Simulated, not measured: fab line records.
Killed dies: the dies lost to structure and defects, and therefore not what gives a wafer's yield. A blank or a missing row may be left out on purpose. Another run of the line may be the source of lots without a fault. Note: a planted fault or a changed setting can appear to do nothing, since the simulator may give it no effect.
fab line records    flow n5Finfet
record lots=9  wafers=27  lastDay=17
route steps=1938 shown DUMMY_GATE@240 SPACER0@259 SD_EPI_N@264 BEOL_M4@1111 PASSIVATION@1936
lots with no fault: from the same line, run without faults
startH: start of the lot's first displayed wafer, in hours after the record's first day    waitH: hours since the lot's step before    " same as the row above    L1.1+2: a single row standing in for several wafers    - either no value or no given start    * or withheld: withheld    < > ~ a bound
route shown NAME@n: a module of which the file shows steps, and the number in the route of the first    usual: mean/standard deviation of fault-free wafers    same: alike in all rows    chamber/n: place in a boat    sites: per-site readings    _std_site: standard deviation of those values    _edge_site: mean of outer sites minus mean of inner sites    radiusMm: how far each site lies from the wafer's centre    mask NAME#n: copy n    behind: the last tool/chamber to shape the wafer    hold: why the lot was held/for how many hours/how that ended    device: whichever transistor did not switch (one of n, p or np)    end of line: tests run on the same wafers once the route is complete    step lacking rows: just its recipe    killed: the dies lost at the first sort to structure and to defects; this is not the yield of the wafer    map: the dies of a wafer, with x for killed, . for not killed, _ for no die there
set.NAME: the setting that was run; set.NAME@STEP: the one run at that earlier step    model.NAME: the simulator's own value behind a step, which no gauge read
a sample of lots followed through the steps of the route, with each step as a table and each wafer as a row
services: a tool's chamber out of use, with start hour (startH, from the record's first day; less than 0 if before it), hours out, and reason
## steps
# step N5_DUMMY_GATE_TRIM_49
# recipe chemistry=O2  resist=SOC  timeS=29  targetCdNm=14  sourcePowerW=300  biasPowerW=0  O2_flow_sccm=100  tempC=20
# usual drypumpMotorCurrentA=5.7/0.55  heBacksideLeakSccm=2.74/0.26  oesProductAu=0.994/0.016  throttleValvePct=8.15/0.095
# same timeS=29
lot.wafer  tool      chamber  startH  waitH  drypumpMotorCurrentA  heBacksideLeakSccm  oesProductAu  rfHoursCounterH  throttleValvePct
L684.1     rieSi-04  2        87.21   0.0    5.9                   2.55                1.020         3                8.09
L684.2     "         0        "       "      6.4                   2.88                0.994         144              8.16
L684.4     "         3        "       "      4.9                   2.93                1.001         5                8.09
L685.2     rieSi-04  2        88.87   0.0    5.9                   2.51                1.008         3                8.11
L685.3     "         0        "       "      6.4                   2.99                0.995         144              8.17
L685.6     "         3        "       "      4.9                   3.13                1.001         -                8.08
L687.1     rieSi-06  2        100.56  0.0    6.1                   3.13                1.004         73               8.17
L687.2     "         3        "       "      5.3                   2.60                1.003         64               8.23
L687.5     "         0        "       "      4.8                   2.44                0.964         -                8.33
L689.1     rieSi-04  0        114.06  0.0    6.4                   2.99                1.001         144              8.16
L689.3     "         3        "       "      4.9                   3.08                0.997         5                8.10
L689.5     "         0        "       "      6.4                   2.85                0.995         -                8.14
L691.1     rieSi-04  1        124.92  0.0    6.1                   2.76                0.997         182              8.28
L691.4     "         3        "       "      4.9                   3.13                0.999         5                8.08
L691.5     "         0        "       "      6.4                   2.91                0.986         -                8.16
L692.1     rieSi-03  2        133.45  0.0    6.5                   3.07                0.964         105              8.27
L692.3     "         0        "       "      5.9                   2.63                0.978         51               8.01
L692.6     "         2        "       "      6.4                   2.91                0.967         -                8.26
L694.4     rieSi-04  1        141.36  0.0    6.1                   2.73                0.999         182              8.28
L694.5     "         2        "       "      5.9                   2.58                1.009         -                8.09
L694.6     "         3        "       "      4.9                   2.88                1.005         -                8.07
L698.2     rieSi-03  3        167.44  0.0    5.1                   2.43                1.002         57               8.05
L698.4     "         2        "       "      6.4                   2.93                0.975         106              8.26
L698.6     "         3        "       "      5.0                   2.33                1.000         -                8.05
L701.2     rieSi-03  3        185.38  0.0    5.1                   2.48                1.012         57               8.05
L701.3     "         2        "       "      6.5                   3.03                0.968         106              8.27
L701.4     "         1        "       "      5.6                   2.33                0.975         10               8.03
# step N5_DUMMY_GATE_ETCH_31
# recipe chemistry=C4F6/O2  target=SiO2  maskMaterial=SOC  targetDepthA=825  timeS=27.5  ionEnergyEv=250  pressureMtorr=30  sourceW=345  biasW=185  Ar_flow_sccm=300  C4F6_flow_sccm=10  O2_flow_sccm=10
# usual drypumpMotorCurrentA=5.5/0.43  oesProductAu=0.82/0.083  rfVppV=655/21  showerheadPlenumPTorr=2.87/0.1  throttleValvePct=21.05/0.15
# same timeS=27.5
lot.wafer  tool        chamber  startH  waitH  drypumpMotorCurrentA  oesProductAu  rfHoursCounterH  rfVppV  showerheadPlenumPTorr  throttleValvePct
L684.1     rieDiel-02  3        87.42   0.0    5.5                   0.76          122              644     2.97                   21.10
L684.2     "           1        "       "      6.0                   0.81          117              630     2.77                   20.92
L684.4     "           0        "       "      5.0                   0.78          141              686     2.87                   21.20
L685.2     rieDiel-05  0        89.06   0.0    6.0                   0.87          42               671     2.88                   20.99
L685.3     "           1        "       "      5.8                   0.95          11               648     2.94                   21.30
L685.6     "           3        "       "      5.2                   0.90          -                681     2.91                   21.02
L687.1     rieDiel-06  2        100.90  0.2    5.4                   0.86          63               650     3.00                   20.98
L687.2     "           1        "       "      4.7                   0.69          205              627     2.82                   21.17
L687.5     "           1        "       "      4.7                   0.70          -                628     2.82                   21.19
L689.1     rieDiel-02  3        114.52  0.2    5.5                   0.75          131              645     2.97                   21.11
L689.3     "           1        "       "      6.0                   0.79          125              630     2.76                   20.90
L689.5     "           2        "       "      5.9                   0.74          -                638     2.81                   21.20
L691.1     rieDiel-06  1        125.12  0.0    4.7                   0.68          215              628     2.82                   21.19
L691.4     "           3        "       "      5.9                   0.81          -                632     2.65                   20.85
L691.5     "           1        "       "      4.7                   0.68          -                628     2.82                   21.20
L692.1     rieDiel-05  1        133.64  0.0    5.8                   0.91          24               648     2.94                   21.31
L692.3     "           3        "       "      5.2                   0.87          31               680     2.90                   21.03
L692.6     "           1        "       "      5.8                   0.91          -                648     2.94                   21.33
L694.4     rieDiel-06  0        141.56  0.0    5.7                   0.98          4                674     2.91                   20.90
L694.5     "           1        "       "      4.7                   0.67          -                629     2.81                   21.21
L694.6     "           2        "       "      5.4                   0.84          -                648     2.99                   21.01
L698.2     rieDiel-05  1        167.64  0.0    5.8                   0.89          35               647     2.93                   21.35
L698.4     "           0        "       "      6.1                   0.84          66               669     2.87                   21.03
L698.6     "           2        "       "      5.1                   0.85          -                682     2.98                   20.90
L701.2     rieDiel-05  3        185.63  0.1    5.2                   0.84          47               681     2.89                   21.06
L701.3     "           1        "       "      5.8                   0.88          40               648     2.93                   21.34
L701.4     "           0        "       "      6.0                   0.82          71               671     2.87                   21.04
# step N5_SPACER0_ALD_00
# recipe material=SiOCN  targetThkA=35  tempC=400  aldPrecursorFamily=alkyl-aminosilane  aldCoReactant=O2/N2-plasma  pulseTimeS=3  purgeTimeS=2  coReactantPurgeTimeS=2  aldCycles=58  pressureTorr=2
# usual chamberPressureTorr=2.000/0.0045  heaterPowerW=837/63  precursorPulseHeightRel=1.002/0.022
# same coReactantPurgeTimeS=2
lot.wafer  tool       chamber  startH  waitH  chamberPressureTorr  heaterPowerW  precursorPulseHeightRel
L684.1     aldSin-01  1        88.38   0.1    2.000                747           1.010
L684.2     "          2        "       "      2.002                855           1.048
L684.4     "          3        "       "      2.002                789           1.005
L685.2     aldSin-01  3        89.98   0.1    1.999                798           0.992
L685.3     "          1        "       "      2.000                765           1.016
L685.6     "          1        "       "      2.005                753           0.995
L687.1     aldSin-04  1        101.95  0.1    2.009                811           1.014
L687.2     "          2        "       "      1.999                887           1.019
L687.5     "          2        "       "      1.999                872           1.044
L689.1     aldSin-01  2        116.31  0.1    2.004                839           0.978
L689.3     "          3        "       "      2.001                804           1.013
L689.5     "          1        "       "      2.004                759           0.998
L691.1     aldSin-03  0        126.50  0.1    2.003                785           1.007
L691.4     "          3        "       "      1.996                934           1.030
L691.5     "          2        "       "      1.995                787           1.028
L692.1     aldSin-03  0        134.56  0.1    1.999                783           1.007
L692.3     "          1        "       "      1.997                805           1.000
L692.6     "          0        "       "      1.996                787           0.990
L694.4     aldSin-04  1        142.61  0.1    2.000                821           1.047
L694.5     "          0        "       "      2.004                846           1.004
L694.6     "          3        "       "      2.002                792           1.033
L698.2     aldSin-03  1        168.61  0.1    1.994                784           0.996
L698.4     "          3        "       "      2.004                941           0.975
L698.6     "          3        "       "      2.004                952           0.980
L701.2     aldSin-04  1        186.55  0.1    2.001                828           1.023
L701.3     "          0        "       "      2.000                850           0.967
L701.4     "          3        "       "      1.997                820           1.002
# step N5_SD_EPI_N_COAT_03
# recipe resist=CAR-ArF-block  spinRpm=1500  resistThkNm=150
# usual spinSpeedRpm=1499.9/0.82
lot.wafer  tool           chamber  startH  waitH  spinSpeedRpm
L684.1     lithoTrack-01  0        88.83   -      1499.1
L684.2     "              0        "       "      1499.1
L684.4     "              0        "       "      1500.1
L685.2     lithoTrack-03  0        90.43   -      1500.4
L685.3     "              0        "       "      1500.7
L685.6     "              0        "       "      1499.4
L687.1     lithoTrack-01  0        102.40  -      1501.1
L687.2     "              0        "       "      1500.7
L687.5     "              0        "       "      1499.7
L689.1     lithoTrack-03  0        116.76  -      1500.5
L689.3     "              0        "       "      1499.9
L689.5     "              0        "       "      1500.1
L691.1     lithoTrack-01  0        126.95  -      1500.8
L691.4     "              0        "       "      1499.6
L691.5     "              0        "       "      1500.1
L692.1     lithoTrack-03  0        135.01  -      1500.1
L692.3     "              0        "       "      1500.9
L692.6     "              0        "       "      1499.1
L694.4     lithoTrack-03  0        142.94  -      1454.8
L694.5     "              0        "       "      1454.6
L694.6     "              0        "       "      1456.0
L698.2     lithoTrack-03  0        169.06  -      1454.5
L698.4     "              0        "       "      1452.9
L698.6     "              0        "       "      1453.3
L701.2     lithoTrack-01  0        187.00  -      1500.7
L701.3     "              0        "       "      1500.0
L701.4     "              0        "       "      1500.1
# step N5_BEOL_M4_RC_MEAS_101
# usual DIBL_N=36.7/2.4  DIBL_P=37.4/2.9  IOFF_N=0.18/0.05  IOFF_P=0.23/0.058  ION_N=683/16  ION_P=467/11  SS_N=71.7/0.77  SS_P=73.5/0.87  VT_N=249/4.3  VT_P=-250/4.4
lot.wafer  tool       chamber  startH  waitH  DIBL_N[mV/V]  DIBL_P[mV/V]  IOFF_N[nA/um]  IOFF_P[nA/um]  ION_N[uA/um]  ION_P[uA/um]  SS_N[mV/dec]  SS_P[mV/dec]  VT_N[mV]  VT_P[mV]
L684.1     prober-01  0        201.04  0.0    36.1          36.6          0.17           0.26           687           481           71.3          73.1          246       -246
L684.2     "          0        "       "      37.2          36.7          0.17           0.24           664           454           72.0          73.6          249       -246
L684.4     "          0        "       "      36.5          36.5          0.17           0.24           688           474           71.9          73.3          249       -248
L685.2     prober-02  0        202.94  0.2    32.5          34.2          0.14           0.19           686           485           69.9          72.6          249       -249
L685.3     "          0        "       "      34.6          35.3          0.14           0.19           671           463           71.3          73.1          252       -250
L685.6     "          0        "       "      34.8          36.9          0.16           0.23           694           486           70.7          73.0          247       -247
L687.1     prober-01  0        216.10  0.0    38.4          38.5          0.19           0.28           692           482           72.2          74.2          249       -246
L687.2     "          0        "       "      38.5          38.8          0.21           0.29           703           484           72.1          73.7          245       -246
L687.5     "          0        "       "      37.4          36.5          0.18           0.26           680           470           72.1          73.5          245       -246
L689.1     prober-01  0        227.73  0.0    37.4          38.8          0.19           0.24           682           463           72.1          73.5          248       -250
L689.3     "          0        "       "      36.5          35.5          0.15           0.18           667           448           71.5          71.9          251       -253
L689.5     "          0        "       "      38.0          38.7          0.19           0.24           697           475           72.1          73.1          245       -249
L691.1     prober-01  0        244.39  0.0    39.9          40.6          0.24           0.30           686           472           72.7          74.0          245       -245
L691.4     "          0        "       "      40.1          41.1          0.24           0.30           701           468           73.2          74.5          249       -246
L691.5     "          0        "       "      38.0          40.3          0.19           0.28           673           465           71.8          74.7          247       -243
L692.1     prober-02  0        251.41  0.0    40.2          40.8          0.23           0.29           690           473           73.1          74.3          243       -246
L692.3     "          0        "       "      36.4          36.5          0.16           0.22           691           476           71.3          72.9          247       -249
L692.6     "          0        "       "      40.9          42.7          0.29           0.33           711           480           72.8          74.5          238       -242
L694.4     prober-01  0        259.35  0.5    39.2          41.4          0.21           0.29           693           474           72.1          74.3          249       -245
L694.5     "          0        "       "      36.9          37.3          0.16           0.22           668           459           71.3          72.6          250       -251
L694.6     "          0        "       "      36.5          37.2          0.14           0.20           665           456           71.3          73.1          253       -253
L698.2     prober-01  0        285.61  0.2    37.9          40.9          0.19           0.23           669           459           72.2          73.8          248       -251
L698.4     "          0        "       "      34.5          35.3          0.13           0.15           664           449           71.4          72.8          251       -256
L698.6     "          0        "       "      35.7          38.1          0.16           0.19           666           449           71.5          73.4          247       -254
L701.2     prober-02  0        300.90  0.2    36.6          38.0          0.18           0.20           698           473           71.7          73.0          247       -252
L701.3     "          0        "       "      37.9          38.7          0.18           0.21           673           456           71.9          73.6          249       -252
L701.4     "          0        "       "      37.5          39.5          0.22           0.24           697           466           72.2          73.6          243       -249
# step N5_PASSIVATION_PROBE_49
# usual defectLimitedYield=91.4/1.6  killed_at_M0_to_M3=31/11  killed_at_M4_up=14/5.7  killedAtContacts=12/6  killedAtFrontEnd=41/13  killedAtOther=3.3/2.8  killedDies=101/19  killedOpen=67/14  killedShort=33/8.2  sort_bin_4_leakage=0.0/0.37  sort_bin_5_function=5.0/1.1  sort_bin_6_memory=3.3/0.74  sortNPass=1078/20  sortYieldPct=91.3/1.7
# same grossDies=1180  killedAtBackSide=0  sort_bin_8_speed[%]=0
lot.wafer  tool       chamber  startH  waitH  defectLimitedYield[%]  killed_at_M0_to_M3  killed_at_M4_up  killedAtContacts  killedAtFrontEnd  killedAtOther  killedDies  killedOpen  killedShort  sort_bin_4_leakage[%]  sort_bin_5_function[%]  sort_bin_6_memory[%]  sortNPass  sortYieldPct[%]
L691.1     prober-01  -        354.77  0.0    91.9                   19                  21               6                 46                3              95          77          17           0                      5.2                     2.8                   1085       91.9
L691.4     prober-01  -        354.92  0.2    91.4                   22                  18               7                 50                5              102         69          31           0                      5.8                     2.9                   1078       91.4
L691.5     prober-01  -        354.97  0.2    89.3                   32                  28               10                52                4              126         83          42           0                      5.9                     4.2                   1054       89.3
L694.4     prober-02  -        368.53  0.2    94.7                   20                  5                9                 27                2              63          39          22           0                      3.1                     1.9                   1117       94.7
L694.5     prober-02  -        368.58  0.2    90.8                   35                  19               31                23                1              109         71          36           0                      5.6                     3.4                   1071       90.8
L694.6     prober-02  -        368.63  0.3    89.2                   48                  35               15                29                0              127         89          38           0                      7.0                     3.5                   1053       89.2
L698.2     prober-01  -        392.06  0.1    90.9                   31                  13               9                 46                8              107         67          38           0                      4.9                     3.6                   1073       90.9
L698.4     prober-01  -        392.16  0.2    89.1                   40                  17               16                49                7              129         86          40           0                      5.3                     5.1                   1051       89.1
L698.6     prober-01  -        392.26  0.3    90.0                   22                  8                25                60                3              118         87          31           0                      6.8                     3.0                   1062       90.0
# killed by level:class
L691.1 STI_FIN_REVEAL:geometricParticle:open=25 BEOL_M4:geometricParticle:open=12 MOL_CONTACT_COAG:geometricParticle:open=6 FIN_SAQP:geometricParticle:open=5 STARTING-WAFER:geometricParticle:open=5 STI_FIN_REVEAL:geometricParticle:short=3 BEOL_M0_SAQP:geometricParticle:open=3 BEOL_M1:geometricParticle:open=3
L691.4 STI_FIN_REVEAL:geometricParticle:open=25 FIN_SAQP:geometricParticle:short=8 MOL_CONTACT_COAG:geometricParticle:open=7 BEOL_M4:geometricParticle:open=7 BEOL_M3:geometricParticle:open=5 STI_FIN_REVEAL:geometricParticle:short=4 GATE_CUT:geometricParticle:open=4 BEOL_M0_SAQP:geometricParticle:open=4
L691.5 STI_FIN_REVEAL:geometricParticle:open=26 BEOL_M4:geometricParticle:open=13 BEOL_M0_SAQP:geometricParticle:short=9 MOL_CONTACT_COAG:geometricParticle:open=8 GATE_CUT:geometricParticle:short=6 BEOL_M2:geometricParticle:open=6 STI_FIN_REVEAL:geometricParticle:short=4 BEOL_M1:geometricParticle:short=4
L694.4 MOL_CONTACT_COAG:geometricParticle:open=7 FIN_SAQP:geometricParticle:short=5 BEOL_M0_SAQP:geometricParticle:open=5 BEOL_M3:geometricParticle:open=5 STI_FIN_REVEAL:geometricParticle:open=4 STARTING-WAFER:geometricParticle:open=4 BEOL_M2:geometricParticle:open=3 STARTING-WAFER:geometricParticle:short=3
L694.5 MOL_CONTACT_COAG:geometricParticle:open=23 MOL_CONTACT_COAG:geometricParticle:short=8 BEOL_M0_SAQP:geometricParticle:open=8 BEOL_M4:geometricParticle:open=8 BEOL_M0_SAQP:geometricParticle:short=7 FIN_SAQP:geometricParticle:open=4 FIN_SAQP:geometricParticle:short=4 STI_FIN_REVEAL:geometricParticle:open=4
L694.6 BEOL_M4:geometricParticle:open=15 BEOL_M2:geometricParticle:open=13 MOL_CONTACT_COAG:geometricParticle:open=11 FIN_SAQP:geometricParticle:short=9 BEOL_M0_SAQP:geometricParticle:short=9 BEOL_M0_SAQP:geometricParticle:open=8 BEOL_M1:geometricParticle:open=7 BEOL_M5:geometricParticle:open=6
L698.2 FIN_SAQP:geometricParticle:open=11 STI_FIN_REVEAL:geometricParticle:open=10 MOL_CONTACT_COAG:geometricParticle:open=8 FIN_SAQP:geometricParticle:short=7 BEOL_M2:geometricParticle:open=7 BEOL_M0_SAQP:geometricParticle:short=6 GATE_CUT:geometricParticle:open=5 PAD_METAL:geometricParticle:short=5
L698.4 STI_FIN_REVEAL:geometricParticle:open=18 MOL_CONTACT_COAG:geometricParticle:open=14 STI_FIN_REVEAL:geometricParticle:short=11 BEOL_M2:geometricParticle:open=11 BEOL_M0_SAQP:geometricParticle:short=9 BEOL_M4:geometricParticle:open=8 FIN_SAQP:geometricParticle:open=5 BEOL_M0_SAQP:geometricParticle:open=5
L698.6 MOL_CONTACT_COAG:geometricParticle:open=23 FIN_SAQP:geometricParticle:open=15 STI_FIN_REVEAL:geometricParticle:open=14 GATE_CUT:geometricParticle:short=9 BEOL_M0_SAQP:geometricParticle:open=9 DUMMY_GATE:geometricParticle:open=8 BEOL_M3:geometricParticle:open=5 BEOL_M4:geometricParticle:open=5
## services
tool           chamber  startH  hours  kind
rieDiel-05     0        73.14   6.9    repair
rieDiel-02     2        79.85   2.1    repair
aldSin-04      -        85.37   14.0   pm
aldSin-04      0        85.37   14.0   ventCycle
aldSin-04      1        85.37   14.0   ventCycle
aldSin-04      2        85.37   14.0   ventCycle
aldSin-04      3        85.37   14.0   ventCycle
rieSi-03       1        96.87   2.1    repair
aldSin-04      0        99.37   -      clean
aldSin-04      1        99.37   -      clean
aldSin-04      2        99.37   -      clean
aldSin-04      3        99.37   -      clean
lithoTrack-01  -        101.97  -      consumableReplace:filter
rieSi-03       1        103.80  9.2    repair
rieDiel-06     0        110.30  -      clean
rieDiel-06     0        110.30  -      consumableReplace:focusRing
rieDiel-06     0        110.30  20.4   scheduledDown
rieDiel-06     0        110.30  20.4   ventCycle
rieDiel-02     3        135.96  8.7    repair
rieSi-04       -        153.35  1.2    repair
rieSi-03       0        155.76  9.3    repair
rieSi-06       3        158.52  4.5    repair
aldSin-01      2        170.46  11.1   repair
## key
firstSign step=N5_SD_EPI_N_COAT_03  reading=spinSpeedRpm  direction=down  sigmas=55  usual=*  struck=*
effect none on later readings
metAt N5_SD_EPI_N_COAT_03
struckLots L694,L698
notActingAt N5_DUMMY_GATE_TRIM_49,N5_DUMMY_GATE_ETCH_31,N5_SPACER0_ALD_00
onsetBetween 135.01 142.94
fault kind=processParameterDrift  tool=lithoTrack-03  chamber=-  onsetH=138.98  steps=N5_SD_EPI_N_COAT_03  channel=spinRpm  offset=*  shape=step  endH=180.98  actsIn=*  stated=*
